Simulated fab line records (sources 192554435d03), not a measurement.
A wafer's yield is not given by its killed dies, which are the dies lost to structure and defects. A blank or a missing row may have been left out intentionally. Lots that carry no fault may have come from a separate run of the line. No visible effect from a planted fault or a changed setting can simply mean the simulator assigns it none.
fab line records	flow n5-finfet
record lots=5	wafers=13	last-day=17
route steps=1938 shown BEOL_M4@1099 BEOL_M5@1112 BEOL_M7@1263 PASSIVATION@1936
lots untouched by any fault: they come from a run of this same line in which no faults occurred
start-h: hours from the record's first day to the start of the lot's first wafer shown	wait-h: how many hours have passed since the lot's step before this one	" same as the row above	L1.1+2: one row covering several wafers at once	- no value present, or no start provided	* or withheld: withheld	< > ~ a bound
route shown NAME@n: a module of which the file shows steps, and the number in the route of the first	usual: the fault-free wafers' mean and standard deviation	same: alike in all rows	chamber/n: place in a boat	sites: per-site readings	_std_site: the values' standard deviation	_edge_site: inner sites' mean taken away from outer sites' mean	radius-mm: how far each site lies from the wafer's centre	mask NAME#n: copy n	behind: tool/chamber where the wafer was last shaped	hold: reason for holding the lot/hours on hold/outcome of the hold	device: names the non-switching transistor (n, p or np)	end of line: tests run on the same wafers once the route is complete	where a step has no rows: the recipe by itself	killed: not the wafer's yield, but the dies lost to structure and defects at the first sort	map: shows each die of a wafer: x if killed, . if not, _ if none is there
set.NAME: setting as actually run; set.NAME@STEP: the setting as run at that earlier step	model.NAME: the simulator's own value behind a step, which no gauge read
lots at some steps of the route; a table a step, a row a wafer
services: when a tool's chamber went out of use (start-h, in hours from the record's first day, below 0 if earlier), for how many hours, and the reason
## steps
# step N5_BEOL_M4_ANNEAL_95
# recipe temp-c=400	time-s=240	ambient=vacuum
# step N5_BEOL_M4_SPUTTER_96
# recipe material=Cu	target-thk-a=45	temp-c=-20	chamber-pressure-pa=0.07	power-w=withheld	time-s=8.29
# step N5_BEOL_M4_ECD_50
# recipe material=Cu	target-thk-a=3000
# step N5_BEOL_M4_ANNEAL_51
# recipe temp-c=225	time-s=90	ambient=N2
# step N5_BEOL_M4_CMP_52
# recipe stop-on=SiOC	t-overpolish-s=6.8	down-force-psi=1	platen-rpm=50	clearing-platen-down-force-psi=1.5	clearing-platen-rpm=50	post-cmp-clean=cu-alkaline	target-thk-nm=40	clearing-platen-pad-velocity-m-s=0.99484	pad-velocity-m-s=0.99484
# step N5_BEOL_M4_PRE_CLEAN_60
# recipe gas=NH3/H2	time-s=15	temp-c=*	rf-power-w=300
# step N5_BEOL_M4_CO_CAP_55
# recipe material=Co	target-thk-a=20	temp-c=200	precursor=CCTBA/H2	pressure-torr=30	time-s=102.1
# step N5_BEOL_M4_PRE_CLEAN_56
# recipe gas=NH3	time-s=15	temp-c=withheld	rf-power-w=300
# step N5_BEOL_M4_DEP_57
# recipe material=SiCN	target-thk-a=80	temp-c=withheld	precursor=3MS/NH3	pressure-torr=3	rf-w=202	time-s=14
# step N5_BEOL_M4_RC_MEAS_101
# usual DIBL_N=35.7/1.3	DIBL_P=36.0/1.6	IOFF_N=0.154/0.025	IOFF_P=0.21/0.034	ION_N=675/9.7	ION_P=465/7.4	SS_N=71.3/0.55	SS_P=73.1/0.52	VT_N=250/3	VT_P=-249/3.6
lot.wafer	tool	chamber	start-h	wait-h	DIBL_N[mV/V]	DIBL_P[mV/V]	IOFF_N[nA/um]	IOFF_P[nA/um]	ION_N[uA/um]	ION_P[uA/um]	SS_N[mV/dec]	SS_P[mV/dec]	VT_N[mV]	VT_P[mV]
L672.1	prober-02	0	214.54	0.0	36.6	38.1	0.190	0.27	681	476	72.3	72.9	246	-244
L672.5	"	0	"	"	37.4	39.6	0.214	0.31	694	473	72.2	73.7	248	-243
L674.3	prober-01	0	230.95	0.3	36.9	38.9	0.195	0.25	681	480	71.3	73.8	245	-246
L674.5	"	0	"	"	36.1	37.8	0.166	0.22	676	463	71.9	73.1	250	-248
L676.3	prober-01	0	236.68	0.3	38.0	36.2	0.174	0.19	671	450	71.3	73.8	250	-255
L676.4	"	0	"	"	35.4	34.7	0.129	0.17	670	462	70.2	72.9	254	-253
L676.5	"	0	"	"	35.9	34.7	0.136	0.17	671	459	70.4	73.5	251	-254
L686.1	prober-01	0	304.10	0.0	36.6	34.7	0.138	0.22	674	473	71.6	72.0	252	-247
L686.3	"	0	"	"	38.0	36.2	0.171	0.24	689	471	71.8	72.2	247	-245
L686.5	"	0	"	"	36.0	33.8	0.132	0.20	670	473	70.4	72.3	250	-245
L685.1	prober-02	0	306.16	0.0	36.1	34.1	0.124	0.14	673	454	70.9	72.2	256	-259
L685.5	"	0	"	"	37.7	36.3	0.155	0.17	669	448	71.3	72.7	253	-255
L685.6	"	0	"	"	35.2	33.6	0.114	0.14	667	453	70.4	72.6	254	-257
# step N5_BEOL_M5_ILD_DEP_00
# recipe material=SiCOH_lowk	target-thk-a=1406.4	temp-c=300	precursor=DEMS/porogen	pressure-torr=5	rf-w=500	time-s=25.9
# step N5_BEOL_M5_CURE_79
# recipe temp-c=385	time-s=240	ambient=He/Ar	material=SiCOH_lowk
# step N5_BEOL_M5_PECVD_70
# recipe material=SiO2	target-thk-a=160	temp-c=400	precursor=TEOS/O2	pressure-torr=5.5	rf-w=450	teos-flow-sccm=53.8	gas=O2	flow-sccm=3000	time-s=18
# step N5_BEOL_M5_HM_DEP_02
# recipe material=TiN	target-thk-a=200	temp-c=25	chamber-pressure-pa=0.49996
# step N5_BEOL_M5_COAT_59
# recipe resist=SOC	temp-c=250	time-s=60	spin-rpm=1500	resist-thk-nm=60
# step N5_BEOL_M5_COAT_60
# recipe resist=SiARC	temp-c=220	time-s=60	spin-rpm=1500	resist-thk-nm=12
# step N5_BEOL_M5_COAT_71
# recipe resist=underlayer	temp-c=205	time-s=60	spin-rpm=1500	resist-thk-nm=5
# step N5_BEOL_M5_COAT_05
# recipe resist=CAR-EUV	spin-rpm=1500	resist-thk-nm=30
# step N5_BEOL_M5_EBR_07
# recipe solvent=PGMEA	ebr-width-mm=1.5
# step N5_BEOL_M5_SOFTBAKE_06
# recipe temp-c=110	time-s=60	resist=CAR-EUV
# step N5_BEOL_M5_EXPOSE_08
# recipe mask-id=M5	na=0.33	source-shape=annular	sigma-inner=0.4	sigma-outer=0.8	polarization=unpolarized	target-cd-nm=28	dose-mj=35.75
# step N5_BEOL_M5_PEB_09
# recipe peb-temp-c=100	peb-time-s=60	resist=CAR-EUV
# step N5_BEOL_M5_DEVELOP_10
# recipe develop-time-s=30	developer=TMAH	resist=CAR-EUV	rinse-liquid=surfactant-rinse	dry=air-spin	dev-temp-c=23
# step N5_BEOL_M5_DESCUM_16
# recipe chemistry=O2	time-s=7	source-power-w=50	bias-power-w=20	pressure-mtorr=20	rf-frequency-hz=2.712e+07	temp-c=40	resist=CAR-EUV	o2-flow-sccm=225
# step N5_BEOL_M5_ETCH_72
# recipe chemistry=N2/H2	target=underlayer	target-depth-a=65	mask-material=CAR-EUV	time-s=5.2	ion-energy-ev=200	pressure-mtorr=30	source-w=840	bias-w=150	n2-flow-sccm=200	h2-flow-sccm=200	ends=cleared
# step N5_BEOL_M5_ETCH_61
# recipe chemistry=CF4	target=SiARC	target-depth-a=156	mask-material=CAR-EUV	time-s=26	ion-energy-ev=80	pressure-mtorr=40	source-w=545	bias-w=36	Ar_flow_sccm=100	cf4-flow-sccm=100	ends=cleared
# step N5_BEOL_M5_ETCH_62
# recipe chemistry=N2/H2	target=SOC	target-depth-a=750	overetch-a=150	mask-material=SiARC	temp-c=40	time-s=112.5	ion-energy-ev=200	pressure-mtorr=30	source-w=840	bias-w=150	n2-flow-sccm=200	h2-flow-sccm=200
# step N5_BEOL_M5_STRIP_63
# recipe chemistry=N2/H2	temp-c=40	n2-flow-sccm=200	h2-flow-sccm=200	rf-frequency-hz=6e+07
# step N5_BEOL_M5_STRIP_73
# recipe chemistry=N2/H2	temp-c=40	n2-flow-sccm=200	h2-flow-sccm=200	rf-frequency-hz=6e+07
# step N5_BEOL_M5_STRIP_64
# recipe chemistry=CF4	resist=SiARC	power-w=300	bias-power-w=75	pressure-mtorr=50	cf4-flow-sccm=150	rf-frequency-hz=6e+07
# step N5_BEOL_M5_HM_OPEN_17
# recipe chemistry=Cl2/BCl3	target-depth-a=200	overetch-a=60	target=TiN	mask-material=SOC	ion-energy-ev=150	pressure-mtorr=10	icp-w=1000	bias-w=126	Cl2_flow_sccm=53.25	bcl3-flow-sccm=21.75	Ar_flow_sccm=25
# step N5_BEOL_M5_STRIP_19
# recipe chemistry=O2	power-w=400	temp-c=40	pressure-mtorr=30	rf-frequency-hz=6e+07	bias-power-w=0	overash-fraction=0.2	o2-flow-sccm=225
# step N5_BEOL_M5_COAT_65
# recipe resist=SOC	temp-c=250	time-s=60	spin-rpm=1500	resist-thk-nm=60
# step N5_BEOL_M5_COAT_66
# recipe resist=SiARC	temp-c=220	time-s=60	spin-rpm=1500	resist-thk-nm=12
# step N5_BEOL_M7_ILD_DEP_00
# recipe material=SiCOH_lowk	target-thk-a=1797.5	temp-c=300	precursor=DEMS/porogen	pressure-torr=5	rf-w=500	time-s=33.4
# usual chamber-pressure-Torr=4.997/0.01	heater-power-w=279/58	showerhead-plenum-p-Torr=5.728/0.018	throttle-valve-pct=13.7/0.77
lot.wafer	tool	chamber	start-h	wait-h	chamber-pressure-Torr	heater-power-w	showerhead-plenum-p-Torr	throttle-valve-pct	model.SiCOH_lowk_of_BEOL_M7_ILD_DEP_00.thk-nm
L672.1	pecvd-03	2	235.68	0.0	5.012	241	5.731	12.8	177.8
L672.5	"	1	"	"	4.979	236	5.727	13.2	290.2
L674.3	pecvd-03	2	256.25	0.0	4.994	233	5.718	12.8	283.8
L674.5	"	0	"	"	5.011	333	5.707	13.9	287.6
L676.3	pecvd-03	0	257.81	0.0	4.999	318	5.708	14.0	285.8
L676.4	"	1	"	"	5.000	251	5.715	13.2	178.6
L676.5	"	0	"	"	4.996	324	5.699	14.0	291.2
L685.1	pecvd-03	2	331.92	0.0	5.006	266	5.728	12.9	175.4
L685.5	"	1	"	"	4.988	247	5.723	12.8	178.4
L685.6	"	2	"	"	5.004	265	5.705	12.8	178.4
L686.1	pecvd-02	2	332.05	0.0	4.985	416	5.720	13.8	180.4
L686.3	"	1	"	"	5.008	212	5.761	14.7	181.2
L686.5	"	2	"	"	4.990	404	5.720	13.9	182
# step N5_BEOL_M7_THK_MEAS_01
# recipe reads=SiCOH_lowk_of_BEOL_M7_ILD_DEP_00
# usual M7_ILD_THK=154.8/2
lot.wafer	tool	chamber	start-h	wait-h	M7_ILD_THK[nm]
L672.1	film-metro-02	-	236.26	0.4	153.3
L672.5	"	-	"	"	251.9
L674.3	film-metro-02	-	256.83	0.3	246.2
L674.5	"	-	"	"	249.6
L676.3	film-metro-01	-	258.38	0.3	248.1
L676.4	"	-	"	"	154.0
L676.5	"	-	"	"	252.9
L685.1	film-metro-01	-	332.51	0.4	151.1
L685.5	"	-	"	"	153.9
L685.6	"	-	"	"	154.0
L686.1	film-metro-01	-	332.73	0.4	155.4
L686.3	"	-	"	"	156.2
L686.5	"	-	"	"	157.1
# step N5_BEOL_M7_CMP_52
# recipe stop-on=SiCOH_lowk	t-overpolish-s=6.9	down-force-psi=1	platen-rpm=50	clearing-platen-down-force-psi=1.5	clearing-platen-rpm=50	post-cmp-clean=cu-alkaline	target-thk-nm=80	clearing-platen-pad-velocity-m-s=0.99484	pad-velocity-m-s=0.99484
# usual motor-current-A=6.3/0.44	slurry-filter-dp-kPa=13.49/0.14
lot.wafer	tool	chamber	start-h	wait-h	motor-current-A	slurry-filter-dp-kPa	model.SiCOH_lowk_of_BEOL_M7_ILD_DEP_00.thk-nm
L672.1	cmp-04	2	244.83	0.3	6.2	13.58	150.2
L672.5	"	2	"	"	6.4	13.57	248.8
L676.4	cmp-01	0	263.41	0.1	6.4	13.37	151
L676.3	"	1	"	"	6.0	13.49	245
L676.5	"	0	"	"	6.1	13.72	249.8
L674.3	cmp-02	1	263.93	0.2	6.8	13.65	243.2
L674.5	"	0	"	"	5.5	13.52	246.4
L685.1	cmp-04	1	339.87	0.3	6.7	13.62	148.2
L685.6	"	0	"	"	6.8	13.28	150.8
L685.5	"	1	"	"	6.6	13.52	151
L686.1	cmp-04	0	340.19	0.3	6.9	13.33	152.4
L686.3	"	2	"	"	6.2	13.36	153.2
L686.5	"	0	"	"	6.5	13.32	154
# step N5_PASSIVATION_PROBE_49
# usual defect-limited-yield=91.6/1.4	killed_at_M0_to_M3=35/10	killed_at_M4_up=13/5.3	killed-at-contacts=12/5.9	killed-at-front-end=36/9.9	killed-at-other=3.2/3	killed-dies=99/16	killed-on-rim=13/3.9	killed-open=66/12	killed-short=32/7.7	sort_bin_5_function=4.9/0.91	sort_bin_6_memory=3.2/0.65	sort-n-pass=1081/16	sort-yield-pct=91.6/1.4
# same gross-dies=1180	killed-at-back-side=0	sort_bin_4_leakage[%]=0	sort_bin_8_speed[%]=0
lot.wafer	tool	chamber	start-h	wait-h	defect-limited-yield[%]	killed_at_M0_to_M3	killed_at_M4_up	killed-at-contacts	killed-at-front-end	killed-at-other	killed-dies	killed-on-rim	killed-open	killed-short	sort_bin_5_function[%]	sort_bin_6_memory[%]	sort-n-pass	sort-yield-pct[%]
L672.1	prober-02	-	323.72	0.0	91.1	38	8	10	48	1	105	18	72	33	5.3	3.4	1075	91.1
L672.5	prober-02	-	323.92	0.2	0	44	1089	6	38	3	1180	152	79	27	96.2	3.4	0	0
L676.3	prober-02	-	337.18	0.1	0	46	1101	8	24	1	1180	152	57	30	96.2	3.4	0	0
L676.4	prober-02	-	337.23	0.2	92.6	48	12	4	22	1	87	14	58	28	4.4	2.7	1093	92.6
L676.5	prober-02	-	337.28	0.2	0	44	1081	7	45	3	1180	152	77	31	96.3	3.6	0	0
L674.3	prober-01	-	340.43	0.7	0	28	1104	5	40	3	1180	152	61	24	96.3	3.6	0	0
L674.5	prober-01	-	340.53	0.8	0	26	1090	21	41	2	1180	152	64	32	96.6	2.9	0	0
L686.1	prober-01	-	418.87	0.0	91.4	34	12	7	44	5	102	14	69	30	4.7	3.8	1078	91.4
L686.3	prober-01	-	418.97	0.1	92.5	23	18	7	37	3	88	10	67	19	4.8	2.5	1092	92.5
L686.5	prober-01	-	419.07	0.2	89.4	42	17	9	56	1	125	23	79	42	6.5	3.6	1055	89.4
# killed by level:class
L672.1 FIN_SAQP:geometric-particle:short=15 BEOL_M0_SAQP:geometric-particle:open=10 BEOL_M2:geometric-particle:open=10 MOL_CONTACT_COAG:geometric-particle:open=9 FIN_SAQP:geometric-particle:open=8 DUMMY_GATE:geometric-particle:open=8 BEOL_M3:geometric-particle:open=7 BEOL_M0_SAQP:geometric-particle:short=6
L672.5 BEOL_M7:area-etch=1074 BEOL_M0_SAQP:geometric-particle:open=15 DUMMY_GATE:geometric-particle:open=10 STI_FIN_REVEAL:geometric-particle:open=9 BEOL_M2:geometric-particle:open=9 BEOL_M0_SAQP:geometric-particle:short=8 MOL_CONTACT_COAG:geometric-particle:open=6 BEOL_M3:geometric-particle:open=6
L676.3 BEOL_M7:area-etch=1091 BEOL_M0_SAQP:geometric-particle:open=13 BEOL_M0_SAQP:geometric-particle:short=11 BEOL_M1:geometric-particle:open=8 MOL_CONTACT_COAG:geometric-particle:open=7 DUMMY_GATE:geometric-particle:open=5 BEOL_M3:geometric-particle:open=5 FIN_SAQP:geometric-particle:short=4
L676.4 BEOL_M0_SAQP:geometric-particle:open=14 BEOL_M1:geometric-particle:open=11 BEOL_M0_SAQP:geometric-particle:short=10 FIN_SAQP:geometric-particle:short=5 DUMMY_GATE:geometric-particle:open=5 BEOL_M1:geometric-particle:short=5 BEOL_M3:geometric-particle:open=4 MOL_CONTACT_COAG:geometric-particle:open=4
L676.5 BEOL_M7:area-etch=1069 BEOL_M0_SAQP:geometric-particle:short=13 DUMMY_GATE:geometric-particle:open=12 BEOL_M0_SAQP:geometric-particle:open=10 BEOL_M1:geometric-particle:open=10 FIN_SAQP:geometric-particle:open=8 STI_FIN_REVEAL:geometric-particle:open=7 MOL_CONTACT_COAG:geometric-particle:open=6
L674.3 BEOL_M7:area-etch=1095 BEOL_M0_SAQP:geometric-particle:open=18 STI_FIN_REVEAL:geometric-particle:open=10 FIN_SAQP:geometric-particle:open=8 STARTING-WAFER:geometric-particle:open=8 BEOL_M0_SAQP:geometric-particle:short=7 BEOL_M4:geometric-particle:open=6 FIN_SAQP:geometric-particle:short=5
L674.5 BEOL_M7:area-etch=1084 MOL_CONTACT_COAG:geometric-particle:open=17 STI_FIN_REVEAL:geometric-particle:open=11 FIN_SAQP:geometric-particle:open=8 FIN_SAQP:geometric-particle:short=7 BEOL_M0_SAQP:geometric-particle:short=7 BEOL_M0_SAQP:geometric-particle:open=5 MOL_CONTACT_COAG:geometric-particle:short=4
L686.1 STI_FIN_REVEAL:geometric-particle:open=21 BEOL_M2:geometric-particle:open=12 BEOL_M2:geometric-particle:short=7 MOL_CONTACT_COAG:geometric-particle:open=6 BEOL_M0_SAQP:geometric-particle:open=6 FIN_SAQP:geometric-particle:open=5 FIN_SAQP:geometric-particle:short=4 STI_FIN_REVEAL:geometric-particle:short=3
L686.3 STI_FIN_REVEAL:geometric-particle:open=18 FIN_SAQP:geometric-particle:open=6 BEOL_M2:geometric-particle:open=6 BEOL_M4:geometric-particle:open=6 BEOL_M3:geometric-particle:open=5 MOL_CONTACT_COAG:geometric-particle:open=5 FIN_SAQP:geometric-particle:short=4 BEOL_M1:geometric-particle:open=4
L686.5 FIN_SAQP:geometric-particle:short=18 STI_FIN_REVEAL:geometric-particle:open=16 FIN_SAQP:geometric-particle:open=13 BEOL_M2:geometric-particle:open=13 MOL_CONTACT_COAG:geometric-particle:open=7 BEOL_M0_SAQP:geometric-particle:open=7 BEOL_M0_SAQP:geometric-particle:short=7 BEOL_M4:geometric-particle:open=7
# map L672.5 (x killed, . not)
_________________xxxxxxxxxxxx________________
______________xxxxxxxxxxxxxxxxxx_____________
___________xxxxxxxxxxxxxxxxxxxxxxxx__________
__________xxxxxxxxxxxxxxxxxxxxxxxxxx_________
________xxxxxxxxxxxxxxxxxxxxxxxxxxxxxx_______
_______xxxxxxxxxxxxxxxxxxxxxxxxxxxxxxxx______
______xxxxxxxxxxxxxxxxxxxxxxxxxxxxxxxxxx_____
_____xxxxxxxxxxxxxxxxxxxxxxxxxxxxxxxxxxxx____
____xxxxxxxxxxxxxxxxxxxxxxxxxxxxxxxxxxxxxx___
___xxxxxxxxxxxxxxxxxxxxxxxxxxxxxxxxxxxxxxxx__
___xxxxxxxxxxxxxxxxxxxxxxxxxxxxxxxxxxxxxxxx__
__xxxxxxxxxxxxxxxxxxxxxxxxxxxxxxxxxxxxxxxxxx_
__xxxxxxxxxxxxxxxxxxxxxxxxxxxxxxxxxxxxxxxxxx_
_xxxxxxxxxxxxxxxxxxxxxxxxxxxxxxxxxxxxxxxxxxxx
_xxxxxxxxxxxxxxxxxxxxxxxxxxxxxxxxxxxxxxxxxxxx
_xxxxxxxxxxxxxxxxxxxxxxxxxxxxxxxxxxxxxxxxxxxx
_xxxxxxxxxxxxxxxxxxxxxxxxxxxxxxxxxxxxxxxxxxxx
_xxxxxxxxxxxxxxxxxxxxxxxxxxxxxxxxxxxxxxxxxxxx
_xxxxxxxxxxxxxxxxxxxxxxxxxxxxxxxxxxxxxxxxxxxx
_xxxxxxxxxxxxxxxxxxxxxxxxxxxxxxxxxxxxxxxxxxxx
_xxxxxxxxxxxxxxxxxxxxxxxxxxxxxxxxxxxxxxxxxxxx
__xxxxxxxxxxxxxxxxxxxxxxxxxxxxxxxxxxxxxxxxxx_
__xxxxxxxxxxxxxxxxxxxxxxxxxxxxxxxxxxxxxxxxxx_
___xxxxxxxxxxxxxxxxxxxxxxxxxxxxxxxxxxxxxxxx__
___xxxxxxxxxxxxxxxxxxxxxxxxxxxxxxxxxxxxxxxx__
____xxxxxxxxxxxxxxxxxxxxxxxxxxxxxxxxxxxxxx___
_____xxxxxxxxxxxxxxxxxxxxxxxxxxxxxxxxxxxx____
______xxxxxxxxxxxxxxxxxxxxxxxxxxxxxxxxxx_____
_______xxxxxxxxxxxxxxxxxxxxxxxxxxxxxxxx______
________xxxxxxxxxxxxxxxxxxxxxxxxxxxxxx_______
__________xxxxxxxxxxxxxxxxxxxxxxxxxx_________
___________xxxxxxxxxxxxxxxxxxxxxxxx__________
______________xxxxxxxxxxxxxxxxxx_____________
_________________xxxxxxxxxxxx________________
# map L674.3 (x killed, . not)
_________________xxxxxxxxxxxx________________
______________xxxxxxxxxxxxxxxxxx_____________
___________xxxxxxxxxxxxxxxxxxxxxxxx__________
__________xxxxxxxxxxxxxxxxxxxxxxxxxx_________
________xxxxxxxxxxxxxxxxxxxxxxxxxxxxxx_______
_______xxxxxxxxxxxxxxxxxxxxxxxxxxxxxxxx______
______xxxxxxxxxxxxxxxxxxxxxxxxxxxxxxxxxx_____
_____xxxxxxxxxxxxxxxxxxxxxxxxxxxxxxxxxxxx____
____xxxxxxxxxxxxxxxxxxxxxxxxxxxxxxxxxxxxxx___
___xxxxxxxxxxxxxxxxxxxxxxxxxxxxxxxxxxxxxxxx__
___xxxxxxxxxxxxxxxxxxxxxxxxxxxxxxxxxxxxxxxx__
__xxxxxxxxxxxxxxxxxxxxxxxxxxxxxxxxxxxxxxxxxx_
__xxxxxxxxxxxxxxxxxxxxxxxxxxxxxxxxxxxxxxxxxx_
_xxxxxxxxxxxxxxxxxxxxxxxxxxxxxxxxxxxxxxxxxxxx
_xxxxxxxxxxxxxxxxxxxxxxxxxxxxxxxxxxxxxxxxxxxx
_xxxxxxxxxxxxxxxxxxxxxxxxxxxxxxxxxxxxxxxxxxxx
_xxxxxxxxxxxxxxxxxxxxxxxxxxxxxxxxxxxxxxxxxxxx
_xxxxxxxxxxxxxxxxxxxxxxxxxxxxxxxxxxxxxxxxxxxx
_xxxxxxxxxxxxxxxxxxxxxxxxxxxxxxxxxxxxxxxxxxxx
_xxxxxxxxxxxxxxxxxxxxxxxxxxxxxxxxxxxxxxxxxxxx
_xxxxxxxxxxxxxxxxxxxxxxxxxxxxxxxxxxxxxxxxxxxx
__xxxxxxxxxxxxxxxxxxxxxxxxxxxxxxxxxxxxxxxxxx_
__xxxxxxxxxxxxxxxxxxxxxxxxxxxxxxxxxxxxxxxxxx_
___xxxxxxxxxxxxxxxxxxxxxxxxxxxxxxxxxxxxxxxx__
___xxxxxxxxxxxxxxxxxxxxxxxxxxxxxxxxxxxxxxxx__
____xxxxxxxxxxxxxxxxxxxxxxxxxxxxxxxxxxxxxx___
_____xxxxxxxxxxxxxxxxxxxxxxxxxxxxxxxxxxxx____
______xxxxxxxxxxxxxxxxxxxxxxxxxxxxxxxxxx_____
_______xxxxxxxxxxxxxxxxxxxxxxxxxxxxxxxx______
________xxxxxxxxxxxxxxxxxxxxxxxxxxxxxx_______
__________xxxxxxxxxxxxxxxxxxxxxxxxxx_________
___________xxxxxxxxxxxxxxxxxxxxxxxx__________
______________xxxxxxxxxxxxxxxxxx_____________
_________________xxxxxxxxxxxx________________
## services
tool	chamber	start-h	hours	kind
cmp-01	-	220.40	2.2	repair
pecvd-02	-	229.09	14.6	pm
pecvd-02	2	248.58	19.8	repair
pecvd-03	-	253.57	0.4	repair
cmp-01	-	267.95	0.5	repair
pecvd-03	-	270.44	0.6	repair
cmp-01	-	290.35	14.0	repair
cmp-02	-	303.47	4.0	pm
cmp-02	-	307.47	-	consumable-replace:conditioner
cmp-02	-	307.47	-	consumable-replace:pad
cmp-02	-	328.50	4.6	pm
cmp-02	-	336.45	5.1	repair
## key
first-sign step=N5_BEOL_M7_THK_MEAS_01	reading=M7_ILD_THK	direction=up	sigmas=48	usual=154.8	struck=249.7
effect step=N5_PASSIVATION_PROBE_49	reading=killed_at_M4_up	direction=up	sigmas=99+	usual=13	struck=1093
model-effect step=N5_BEOL_M7_ILD_DEP_00	value=SiCOH_lowk_of_BEOL_M7_ILD_DEP_00.thk-nm	without=180.4	struck=287.7
model-effect step=N5_BEOL_M7_CMP_52	value=SiCOH_lowk_of_BEOL_M7_ILD_DEP_00.thk-nm	without=152.6	struck=246.6
more-kills-born-at N5_BEOL_M7_ETCH_41@rie-diel-06=3253	N5_BEOL_M7_ETCH_41@rie-diel-02=2160
met-at N5_BEOL_M7_ILD_DEP_00
struck-wafers L672.5,L674.3,L674.5,L676.3,L676.5
later-rows-left-out L672.5,L674.3,L674.5,L676.3,L676.5
fault kind=process-parameter-drift	tool=pecvd-03	chamber=-	onset-h=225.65	steps=N5_BEOL_M7_ILD_DEP_00	channel=time-s	offset=*	shape=step	end-h=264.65	scope=struck-wafers-only	acts-in=*	stated=*
# later-rows-left-out: the simulator's readings of these wafers behind a module that went badly wrong aren't trusted and aren't shown, but for the sort
